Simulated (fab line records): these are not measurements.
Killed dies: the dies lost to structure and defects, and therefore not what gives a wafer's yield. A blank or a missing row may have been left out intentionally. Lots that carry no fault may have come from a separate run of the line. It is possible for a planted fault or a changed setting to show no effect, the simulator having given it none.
Matching of chambers | flow nand harc | cmp-03 running NHARC_A_DECK1_JOINT_CMP_13: 4 sister chambers
The step polishes, target thk 51.023 nm. 4 wafers are shown with their chamber, then 7 later ones without.

WAFERS PAIRED WITH THEIR CHAMBERS
wafer  | chamber | motor current A (A)
L509.3 | 0       | 11.4
L515.2 | 1       | 10.8
L515.6 | 2       | 12.1
L517.5 | 3       | 11.6

WAFERS WITHOUT THEIR CHAMBER
wafer  | motor current A (A)
L517.6 | 12.8
L518.4 | 12.6
L518.5 | 11.5
L518.6 | 11.5
L521.1 | 11.7
L521.2 | 10.1
L521.5 | 10.1

WHICH CHAMBER EACH ONE RAN IN
wafer  | from the rows above               | in truth
L517.6 | can't be placed: 2 or 3 or 0      | 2
L518.4 | can't be placed: 2 or 3 or 0      | 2
L518.5 | can't be placed: 0 or 3 or 2 or 1 | 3
L518.6 | can't be placed: 0 or 3 or 2 or 1 | 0
L521.1 | can't be placed: 3 or 0 or 2 or 1 | 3
L521.2 | can't be placed: 1 or 0 or 3      | 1
L521.5 | can't be placed: 1 or 0 or 3      | 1
Correctly placed: 0 of 7. Cannot be placed on the basis of these rows: 7; the candidates contain the true chamber in 7. Wrongly placed: 0.
How it was worked out, from the rows above alone: a wafer's distance from a chamber is the root of the sum, over the readings, of the square of ((its reading less the chamber's mean) divided by the reading's scatter). The wafer belongs to the nearest chamber; if the next one is less than 2 further off, it can't be placed. A chamber's mean is the mean of its shown wafers. The scatter: with one shown wafer a chamber, the root of the mean of the squares of how far each hidden wafer lies from its nearest shown one.
